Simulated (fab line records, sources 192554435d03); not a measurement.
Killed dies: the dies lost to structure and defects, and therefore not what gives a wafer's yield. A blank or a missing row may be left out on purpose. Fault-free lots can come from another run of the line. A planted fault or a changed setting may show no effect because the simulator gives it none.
fab line records	flow n5_finfet
record: lots: 24	wafers: 72	last_day: 18
route steps=1938 shown BEOL_M2@914 BEOL_M3@967 BEOL_M4@1023
lots untouched by any fault: they come from a run of this same line in which no faults occurred
start_h: hours from the record's opening day to when the first of the lot's shown wafers began	wait_h: hours elapsed since this lot's preceding step	" identical to the entry in the row above	L1.1+2: a single row standing in for several wafers	- value missing, or start not given	* or withheld: withheld	< > ~ a bound
route shown NAME@n: NAME is a module with steps in the file, n the number in the route of the first one	usual: mean and standard deviation over wafers with no fault	same: alike in all rows	chamber/n: place in a boat	sites: per-site readings	_std_site: how widely they spread, as a standard deviation	_edge_site: the outer-site mean with the inner-site mean subtracted	radius_mm: how far each site lies from the wafer's centre	mask NAME#n: copy n	behind: tool/chamber where the wafer was last shaped	hold: cause of the lot's hold/its duration in hours/its outcome	device: transistor that didn't switch, given as n, p or np	end of line: the tests these same wafers got at the end of their route	for a step that has no rows: nothing shown but its recipe	killed: not the wafer's yield, but the dies lost to structure and defects at the first sort	map: per-die view of a wafer (x killed, . not killed, _ where there is no die)
set.NAME: setting as actually run; set.NAME@STEP: the setting as run at that earlier step	model.NAME: the simulator's own value behind a step, which no gauge read
the route's steps for a sample of lots (tables are steps, rows are wafers)
services: a tool's chamber out of use, with start hour (start_h, from the record's first day; less than 0 if before it), hours out, and reason
== steps ==
step: N5_BEOL_M2_SPUTTER_90
recipe: material: Cu	target_thk_a: 45	temp_c: -20	chamber_pressure_pa: 0.07	power_w: withheld	time_s: 8.29
usual: throttle_valve_pct: 30.4/1.3
lot.wafer	tool	chamber	start_h	wait_h	throttle_valve_pct
L074.1	pvd_sputter-03	-	136.09	0.1	28.9
L074.3	"	-	"	"	28.5
L074.6	"	-	"	"	28.9
L075.1	pvd_sputter-02	-	153.80	0.1	30.8
L075.3	"	-	"	"	30.6
L075.4	"	-	"	"	29.1
L076.1	pvd_sputter-03	-	166.00	0.1	28.3
L076.3	"	-	"	"	28.8
L076.6	"	-	"	"	32.1
L077.1	pvd_sputter-01	-	166.61	0.1	28.5
L077.3	"	-	"	"	30.1
L077.6	"	-	"	"	28.3
L078.2	pvd_sputter-02	-	170.23	0.1	30.0
L078.4	"	-	"	"	30.8
L078.5	"	-	"	"	31.0
L079.1	pvd_sputter-03	-	171.68	0.1	32.1
L079.3	"	-	"	"	28.5
L079.4	"	-	"	"	29.1
L080.2	pvd_sputter-02	-	183.29	0.1	30.7
L080.4	"	-	"	"	31.0
L080.5	"	-	"	"	28.8
L081.1	pvd_sputter-02	-	187.19	0.1	29.1
L081.4	"	-	"	"	30.3
L081.5	"	-	"	"	30.4
L082.1	pvd_sputter-02	-	200.88	0.1	30.8
L082.3	"	-	"	"	29.4
L082.5	"	-	"	"	28.8
L083.1	pvd_sputter-03	-	201.04	0.1	31.7
L083.5	"	-	"	"	28.5
L083.6	"	-	"	"	32.2
L084.2	pvd_sputter-02	-	204.06	0.1	29.0
L084.3	"	-	"	"	30.6
L084.5	"	-	"	"	31.0
L085.3	pvd_sputter-03	-	210.06	0.1	31.6
L085.5	"	-	"	"	31.6
L085.6	"	-	"	"	28.8
L086.1	pvd_sputter-02	-	225.19	0.1	28.9
L086.3	"	-	"	"	30.1
L086.4	"	-	"	"	30.7
L087.2	pvd_sputter-02	-	227.07	0.1	30.6
L087.3	"	-	"	"	30.4
L087.5	"	-	"	"	30.7
L089.1	pvd_sputter-01	-	236.92	0.1	31.7
L089.5	"	-	"	"	30.3
L089.6	"	-	"	"	32.1
L088.1	pvd_sputter-02	-	248.28	0.1	29.3
L088.4	"	-	"	"	30.5
L088.5	"	-	"	"	31.1
L091.3	pvd_sputter-01	-	248.45	0.1	31.2
L091.4	"	-	"	"	30.6
L091.6	"	-	"	"	32.1
L090.1	pvd_sputter-03	-	252.21	0.1	28.3
L090.3	"	-	"	"	29.0
L090.5	"	-	"	"	32.1
L092.3	pvd_sputter-03	-	254.05	0.1	28.7
L092.4	"	-	"	"	31.4
L092.6	"	-	"	"	28.4
L093.3	pvd_sputter-03	-	260.55	0.1	32.1
L093.4	"	-	"	"	28.9
L093.6	"	-	"	"	31.5
L094.1	pvd_sputter-01	-	272.61	0.1	31.4
L094.5	"	-	"	"	32.0
L094.6	"	-	"	"	30.1
L095.2	pvd_sputter-01	-	276.31	0.1	32.2
L095.4	"	-	"	"	31.7
L095.6	"	-	"	"	28.4
L096.1	pvd_sputter-01	-	280.31	0.1	30.5
L096.5	"	-	"	"	31.1
L096.6	"	-	"	"	32.2
L097.1	pvd_sputter-03	-	284.68	0.1	28.7
L097.2	"	-	"	"	28.8
L097.3	"	-	"	"	32.1
step: N5_BEOL_M2_ANNEAL_93
recipe: temp_c: 400	time_s: 240	ambient: vacuum
usual: heater_power_w: 827/110
lot.wafer	tool	chamber	start_h	wait_h	heater_power_w
L074.1	pvd_sputter-03	-	136.39	0.0	942
L074.3	"	-	"	"	758
L074.6	"	-	"	"	971
L075.1	pvd_sputter-02	-	154.10	0.0	748
L075.3	"	-	"	"	1074
L075.4	"	-	"	"	752
L076.1	pvd_sputter-03	-	166.30	0.0	780
L076.3	"	-	"	"	968
L076.6	"	-	"	"	875
L077.1	pvd_sputter-01	-	166.91	0.0	792
L077.3	"	-	"	"	794
L077.6	"	-	"	"	743
L078.2	pvd_sputter-02	-	170.53	0.0	795
L078.4	"	-	"	"	717
L078.5	"	-	"	"	738
L079.1	pvd_sputter-03	-	171.98	0.0	872
L079.3	"	-	"	"	739
L079.4	"	-	"	"	959
L080.2	pvd_sputter-02	-	183.59	0.0	723
L080.4	"	-	"	"	1077
L080.5	"	-	"	"	765
L081.1	pvd_sputter-02	-	187.49	0.0	768
L081.4	"	-	"	"	774
L081.5	"	-	"	"	1063
L082.1	pvd_sputter-02	-	201.18	0.0	746
L082.3	"	-	"	"	766
L082.5	"	-	"	"	751
L083.1	pvd_sputter-03	-	201.34	0.0	701
L083.5	"	-	"	"	740
L083.6	"	-	"	"	862
L084.2	pvd_sputter-02	-	204.36	0.0	735
L084.3	"	-	"	"	1069
L084.5	"	-	"	"	726
L085.3	pvd_sputter-03	-	210.36	0.0	678
L085.5	"	-	"	"	700
L085.6	"	-	"	"	963
L086.1	pvd_sputter-02	-	225.49	0.0	776
L086.3	"	-	"	"	790
L086.4	"	-	"	"	1090
L087.2	pvd_sputter-02	-	227.37	0.0	726
L087.3	"	-	"	"	789
L087.5	"	-	"	"	1078
L089.1	pvd_sputter-01	-	237.22	0.0	822
L089.5	"	-	"	"	813
L089.6	"	-	"	"	776
L088.1	pvd_sputter-02	-	248.58	0.0	765
L088.4	"	-	"	"	1090
L088.5	"	-	"	"	724
L091.3	pvd_sputter-01	-	248.75	0.0	919
L091.4	"	-	"	"	806
L091.6	"	-	"	"	800
L090.1	pvd_sputter-03	-	252.51	0.0	751
L090.3	"	-	"	"	972
L090.5	"	-	"	"	914
L092.3	pvd_sputter-03	-	254.35	0.0	989
L092.4	"	-	"	"	686
L092.6	"	-	"	"	734
L093.3	pvd_sputter-03	-	260.85	0.0	858
L093.4	"	-	"	"	965
L093.6	"	-	"	"	697
L094.1	pvd_sputter-01	-	272.91	0.0	935
L094.5	"	-	"	"	798
L094.6	"	-	"	"	782
L095.2	pvd_sputter-01	-	276.61	0.0	806
L095.4	"	-	"	"	925
L095.6	"	-	"	"	743
L096.1	pvd_sputter-01	-	280.61	0.0	791
L096.5	"	-	"	"	934
L096.6	"	-	"	"	800
L097.1	pvd_sputter-03	-	284.98	0.0	742
L097.2	"	-	"	"	937
L097.3	"	-	"	"	886
step: N5_BEOL_M3_OVL_MEAS_29
recipe: points_per_wafer: 522
usual: V2_OVL: 0.0/0.74
lot.wafer	tool	chamber	start_h	wait_h	V2_OVL[nm]
L074.1	overlay-02	0	143.09	0.0	-0.4
L074.3	"	0	"	"	-1.1
L074.6	"	0	"	"	0.8
L075.1	overlay-01	0	158.80	0.0	0.9
L075.3	"	0	"	"	-0.6
L075.4	"	0	"	"	0.2
L076.1	overlay-02	0	178.12	0.0	1.3
L076.3	"	0	"	"	0.6
L076.6	"	0	"	"	-0.5
L077.1	overlay-01	0	178.79	0.0	-0.6
L077.3	"	0	"	"	-1.6
L077.6	"	0	"	"	-0.6
L078.2	overlay-01	0	180.24	0.0	0.2
L078.4	"	0	"	"	0.4
L078.5	"	0	"	"	-0.1
L079.1	overlay-02	0	181.50	0.0	0.1
L079.3	"	0	"	"	-0.5
L079.4	"	0	"	"	0.4
L080.2	overlay-02	0	190.20	0.0	-0.4
L080.4	"	0	"	"	-0.9
L080.5	"	0	"	"	-0.3
L081.1	overlay-01	0	193.01	0.0	-0.9
L081.4	"	0	"	"	0.3
L081.5	"	0	"	"	-1.1
L082.1	overlay-01	0	206.76	0.0	-0.4
L082.3	"	0	"	"	-0.8
L082.5	"	0	"	"	-0.3
L083.1	overlay-02	0	207.05	0.0	1.8
L083.5	"	0	"	"	0.5
L083.6	"	0	"	"	0.3
L084.2	overlay-02	0	208.78	0.0	0.2
L084.3	"	0	"	"	0.8
L084.5	"	0	"	"	0.3
L085.3	overlay-02	0	214.05	0.0	0.7
L085.5	"	0	"	"	0.7
L085.6	"	0	"	"	-0.4
L086.1	overlay-01	0	230.20	0.0	0.0
L086.3	"	0	"	"	0.3
L086.4	"	0	"	"	-0.4
L087.2	overlay-01	0	231.00	0.0	-1.2
L087.3	"	0	"	"	0.2
L087.5	"	0	"	"	-0.3
L089.1	overlay-02	0	241.96	0.0	0.7
L089.5	"	0	"	"	1.2
L089.6	"	0	"	"	-0.1
L088.1	overlay-02	0	252.23	0.0	-1.1
L088.4	"	0	"	"	0.9
L088.5	"	0	"	"	-0.4
L091.3	overlay-02	0	253.34	0.0	0.1
L091.4	"	0	"	"	1.6
L091.6	"	0	"	"	0.7
L090.1	overlay-02	0	256.48	0.0	1.4
L090.3	"	0	"	"	0.5
L090.5	"	0	"	"	2.1
L092.3	overlay-02	0	259.57	0.0	-0.2
L092.4	"	0	"	"	0.0
L092.6	"	0	"	"	0.2
L093.3	overlay-02	0	264.96	0.0	0.6
L093.4	"	0	"	"	1.7
L093.6	"	0	"	"	2.0
L094.1	overlay-01	0	276.53	0.0	-1.3
L094.5	"	0	"	"	-0.4
L094.6	"	0	"	"	0.6
L095.2	overlay-01	0	280.31	0.0	0.4
L095.4	"	0	"	"	0.7
L095.6	"	0	"	"	0.5
L096.1	overlay-01	0	283.95	0.0	0.2
L096.5	"	0	"	"	0.3
L096.6	"	0	"	"	0.0
L097.1	overlay-02	0	293.71	0.0	0.8
L097.2	"	0	"	"	-1.1
L097.3	"	0	"	"	0.4
step: N5_BEOL_M3_ANNEAL_49
recipe: temp_c: 400	time_s: 240	ambient: vacuum
usual: heater_power_w: 824/100
lot.wafer	tool	chamber	start_h	wait_h	heater_power_w
L074.1	pvd_sputter-02	-	149.68	0.0	759
L074.3	"	-	"	"	1061
L074.6	"	-	"	"	744
L075.1	pvd_sputter-01	-	162.07	0.0	801
L075.3	"	-	"	"	755
L075.4	"	-	"	"	800
L076.1	pvd_sputter-01	-	179.72	0.0	929
L076.3	"	-	"	"	810
L076.6	"	-	"	"	790
L077.1	pvd_sputter-02	-	180.43	0.0	727
L077.3	"	-	"	"	792
L077.6	"	-	"	"	1074
L078.2	pvd_sputter-01	-	186.21	0.0	810
L078.4	"	-	"	"	958
L078.5	"	-	"	"	797
L079.1	pvd_sputter-03	-	186.92	0.0	945
L079.3	"	-	"	"	890
L079.4	"	-	"	"	740
L080.2	pvd_sputter-02	-	192.68	0.0	776
L080.4	"	-	"	"	728
L080.5	"	-	"	"	720
L081.1	pvd_sputter-01	-	199.66	0.0	939
L081.4	"	-	"	"	737
L081.5	"	-	"	"	755
L082.1	pvd_sputter-03	-	210.88	0.0	881
L082.3	"	-	"	"	765
L082.5	"	-	"	"	873
L083.1	pvd_sputter-01	-	213.81	0.0	789
L083.5	"	-	"	"	750
L083.6	"	-	"	"	799
L085.3	pvd_sputter-01	-	218.25	0.0	931
L085.5	"	-	"	"	743
L085.6	"	-	"	"	769
L084.2	pvd_sputter-03	-	218.62	0.0	967
L084.3	"	-	"	"	855
L084.5	"	-	"	"	961
L086.1	pvd_sputter-02	-	238.58	0.0	717
L086.3	"	-	"	"	746
L086.4	"	-	"	"	813
L087.2	pvd_sputter-03	-	238.95	0.0	745
L087.3	"	-	"	"	713
L087.5	"	-	"	"	753
L089.1	pvd_sputter-03	-	246.62	0.0	765
L089.5	"	-	"	"	939
L089.6	"	-	"	"	704
L088.1	pvd_sputter-02	-	254.05	0.0	719
L088.4	"	-	"	"	757
L088.5	"	-	"	"	781
L091.3	pvd_sputter-01	-	256.58	0.0	781
L091.4	"	-	"	"	747
L091.6	"	-	"	"	808
L090.1	pvd_sputter-02	-	259.71	0.0	798
L090.3	"	-	"	"	755
L090.5	"	-	"	"	1053
L093.3	pvd_sputter-03	-	269.44	0.0	762
L093.4	"	-	"	"	695
L093.6	"	-	"	"	867
L092.3	pvd_sputter-01	-	269.55	0.0	821
L092.4	"	-	"	"	790
L092.6	"	-	"	"	906
L094.1	pvd_sputter-02	-	286.23	0.0	777
L094.5	"	-	"	"	784
L094.6	"	-	"	"	736
L095.2	pvd_sputter-03	-	286.66	0.0	740
L095.4	"	-	"	"	958
L095.6	"	-	"	"	751
L096.1	pvd_sputter-02	-	289.91	0.0	732
L096.5	"	-	"	"	744
L096.6	"	-	"	"	794
L097.1	pvd_sputter-02	-	305.11	0.1	1079
L097.2	"	-	"	"	742
L097.3	"	-	"	"	729
step: N5_BEOL_M3_ANNEAL_82
recipe: temp_c: 400	time_s: 240	ambient: vacuum
usual: heater_power_w: 823/110
lot.wafer	tool	chamber	start_h	wait_h	heater_power_w
L074.1	pvd_sputter-02	-	150.12	0.0	767
L074.3	"	-	"	"	1056
L074.6	"	-	"	"	750
L075.1	pvd_sputter-01	-	162.51	0.0	787
L075.3	"	-	"	"	748
L075.4	"	-	"	"	822
L076.1	pvd_sputter-01	-	180.16	0.0	933
L076.3	"	-	"	"	802
L076.6	"	-	"	"	790
L077.1	pvd_sputter-02	-	180.87	0.0	738
L077.3	"	-	"	"	785
L077.6	"	-	"	"	1071
L078.2	pvd_sputter-01	-	186.65	0.0	804
L078.4	"	-	"	"	935
L078.5	"	-	"	"	798
L079.1	pvd_sputter-03	-	187.36	0.0	965
L079.3	"	-	"	"	853
L079.4	"	-	"	"	760
L080.2	pvd_sputter-02	-	193.12	0.0	763
L080.4	"	-	"	"	726
L080.5	"	-	"	"	722
L081.1	pvd_sputter-01	-	200.10	0.0	940
L081.4	"	-	"	"	752
L081.5	"	-	"	"	747
L082.1	pvd_sputter-03	-	211.32	0.0	847
L082.3	"	-	"	"	751
L082.5	"	-	"	"	867
L083.1	pvd_sputter-01	-	214.25	0.0	807
L083.5	"	-	"	"	734
L083.6	"	-	"	"	801
L085.3	pvd_sputter-01	-	218.69	0.0	926
L085.5	"	-	"	"	747
L085.6	"	-	"	"	783
L084.2	pvd_sputter-03	-	219.06	0.0	941
L084.3	"	-	"	"	856
L084.5	"	-	"	"	967
L086.1	pvd_sputter-02	-	239.02	0.0	730
L086.3	"	-	"	"	757
L086.4	"	-	"	"	805
L087.2	pvd_sputter-03	-	239.39	0.0	749
L087.3	"	-	"	"	706
L087.5	"	-	"	"	752
L089.1	pvd_sputter-03	-	247.06	0.0	748
L089.5	"	-	"	"	968
L089.6	"	-	"	"	705
L088.1	pvd_sputter-02	-	254.49	0.0	726
L088.4	"	-	"	"	769
L088.5	"	-	"	"	745
L091.3	pvd_sputter-01	-	257.02	0.0	807
L091.4	"	-	"	"	777
L091.6	"	-	"	"	800
L090.1	pvd_sputter-02	-	260.15	0.0	778
L090.3	"	-	"	"	758
L090.5	"	-	"	"	1081
L093.3	pvd_sputter-03	-	269.88	0.0	763
L093.4	"	-	"	"	708
L093.6	"	-	"	"	872
L092.3	pvd_sputter-01	-	269.99	0.0	787
L092.4	"	-	"	"	806
L092.6	"	-	"	"	921
L094.1	pvd_sputter-02	-	286.67	0.0	775
L094.5	"	-	"	"	785
L094.6	"	-	"	"	727
L095.2	pvd_sputter-03	-	287.10	0.0	750
L095.4	"	-	"	"	954
L095.6	"	-	"	"	739
L096.1	pvd_sputter-02	-	290.35	0.0	728
L096.5	"	-	"	"	717
L096.6	"	-	"	"	770
L097.1	pvd_sputter-02	-	305.76	0.0	1066
L097.2	"	-	"	"	752
L097.3	"	-	"	"	739
step: N5_BEOL_M4_PECVD_72
recipe: material: SiO2	target_thk_a: 160	temp_c: 400	precursor: TEOS/O2	pressure_torr: 5.5	rf_w: 450	teos_flow_sccm: 53.8	gas: O2	flow_sccm: 3000	time_s: 18
usual: heater_power_w: 678/130	showerhead_plenum_p_Torr: 8.77/0.056	showerhead_vpp_V: 1276/66	throttle_valve_pct: 22.5/1.5
lot.wafer	tool	chamber	start_h	wait_h	heater_power_w	showerhead_plenum_p_Torr	showerhead_vpp_V	throttle_valve_pct
L074.1	pecvd-02	0	153.71	0.0	610	8.78	1354	23.1
L074.3	"	1	"	"	657	8.75	1219	20.8
L074.6	"	1	"	"	645	8.76	1227	20.9
L075.1	pecvd-03	2	174.43	0.0	482	8.83	1309	21.0
L075.3	"	1	"	"	556	8.76	1363	21.8
L075.4	"	0	"	"	851	8.75	1160	23.6
L076.1	pecvd-01	0	185.52	0.0	637	8.69	1236	21.8
L076.3	"	1	"	"	804	8.73	1244	26.5
L076.6	"	2	"	"	728	8.90	1288	22.6
L077.1	pecvd-03	2	185.86	0.0	481	8.82	1291	21.0
L077.3	"	1	"	"	514	8.76	1364	21.8
L077.6	"	2	"	"	470	8.84	1304	20.8
L078.2	pecvd-03	2	190.21	0.0	455	8.83	1317	20.8
L078.4	"	2	"	"	466	8.81	1325	20.7
L078.5	"	0	"	"	955	8.75	1165	23.7
L079.1	pecvd-01	0	190.50	0.0	631	8.71	1245	21.6
L079.3	"	2	"	"	590	8.91	1295	22.4
L079.4	"	1	"	"	731	8.73	1261	26.3
L080.2	pecvd-03	1	195.58	0.0	554	8.77	1352	22.0
L080.4	"	0	"	"	936	8.73	1140	23.6
L080.5	"	2	"	"	552	8.83	1312	20.8
L081.1	pecvd-03	2	202.55	0.0	533	8.81	1332	20.8
L081.4	"	2	"	"	521	8.82	1310	21.2
L081.5	"	0	"	"	822	8.72	1168	23.7
L082.1	pecvd-02	2	214.24	0.0	664	8.80	1326	21.4
L082.3	"	1	"	"	673	8.78	1233	20.9
L082.5	"	2	"	"	666	8.79	1312	21.5
L083.1	pecvd-02	0	216.84	0.0	666	8.79	1347	22.9
L083.5	"	1	"	"	731	8.77	1232	21.1
L083.6	"	0	"	"	665	8.78	1325	23.2
L085.3	pecvd-02	0	221.15	0.0	723	8.80	1336	23.3
L085.5	"	2	"	"	685	8.78	1317	21.5
L085.6	"	0	"	"	734	8.78	1331	22.9
L084.2	pecvd-03	0	221.52	0.0	779	8.73	1161	23.8
L084.3	"	1	"	"	479	8.77	1364	21.9
L084.5	"	1	"	"	490	8.76	1351	22.0
L086.1	pecvd-03	0	241.56	0.0	908	8.76	1151	23.6
L086.3	"	2	"	"	584	8.84	1315	20.9
L086.4	"	2	"	"	579	8.85	1298	21.2
L087.2	pecvd-03	2	241.95	0.0	532	8.84	1327	21.1
L087.3	"	0	"	"	922	8.74	1174	23.6
L087.5	"	1	"	"	554	8.74	1361	22.1
L089.1	pecvd-03	1	249.57	0.0	470	8.74	1392	21.9
L089.5	"	0	"	"	902	8.74	1143	24.0
L089.6	"	2	"	"	564	8.83	1282	21.0
L088.1	pecvd-03	2	256.95	0.0	564	8.83	1308	21.1
L088.4	"	0	"	"	935	8.75	1153	23.9
L088.5	"	2	"	"	557	8.85	1308	21.1
L091.3	pecvd-01	1	259.48	0.0	772	8.70	1245	26.3
L091.4	"	2	"	"	742	8.90	1304	22.6
L091.6	"	0	"	"	725	8.70	1216	21.8
L090.1	pecvd-01	2	262.63	0.0	758	8.90	1293	22.8
L090.3	"	1	"	"	724	8.68	1238	26.2
L090.5	"	0	"	"	706	8.70	1243	21.9
L093.3	pecvd-01	0	272.33	0.0	692	8.72	1227	22.1
L093.4	"	0	"	"	701	8.70	1211	21.8
L093.6	"	1	"	"	831	8.71	1276	26.2
L092.3	pecvd-02	2	272.46	0.0	708	8.79	1326	21.6
L092.4	"	0	"	"	672	8.79	1327	22.8
L092.6	"	2	"	"	690	8.79	1327	21.5
L094.1	pecvd-02	2	289.16	0.0	705	8.81	1315	21.8
L094.5	"	0	"	"	757	8.80	1325	23.3
L094.6	"	1	"	"	635	8.74	1227	21.1
L096.1	pecvd-01	0	292.96	0.0	608	8.72	1243	22.0
L096.5	"	0	"	"	587	8.70	1225	21.8
L096.6	"	1	"	"	819	8.70	1262	26.2
L095.2	pecvd-02	2	298.41	0.0	683	8.80	1331	21.6
L095.4	"	1	"	"	722	8.75	1245	21.1
L095.6	"	2	"	"	689	8.80	1320	21.7
L097.1	pecvd-01	1	308.46	0.0	722	8.71	1272	25.9
L097.2	"	0	"	"	700	8.70	1194	22.0
L097.3	"	2	"	"	663	8.91	1290	22.9
== services ==
tool	chamber	start_h	hours	kind
pecvd-03	-	142.42	14.6	pm
pvd_sputter-03	-	144.93	4.2	repair
pecvd-02	0	156.95	2.1	scheduled_down
pecvd-01	2	168.25	2.1	scheduled_down
pvd_sputter-03	-	178.36	1.0	repair
pecvd-03	2	209.24	13.2	repair
pecvd-02	1	209.88	2.1	scheduled_down
pecvd-02	2	223.44	4.2	repair
pecvd-01	-	255.82	1.6	repair
pecvd-03	1	260.12	40.9	repair
pecvd-03	-	276.82	6.0	pm
pecvd-02	2	278.43	2.1	scheduled_down
pecvd-02	-	292.26	5.5	pm
pecvd-03	-	298.20	0.8	repair
== key ==
fault none
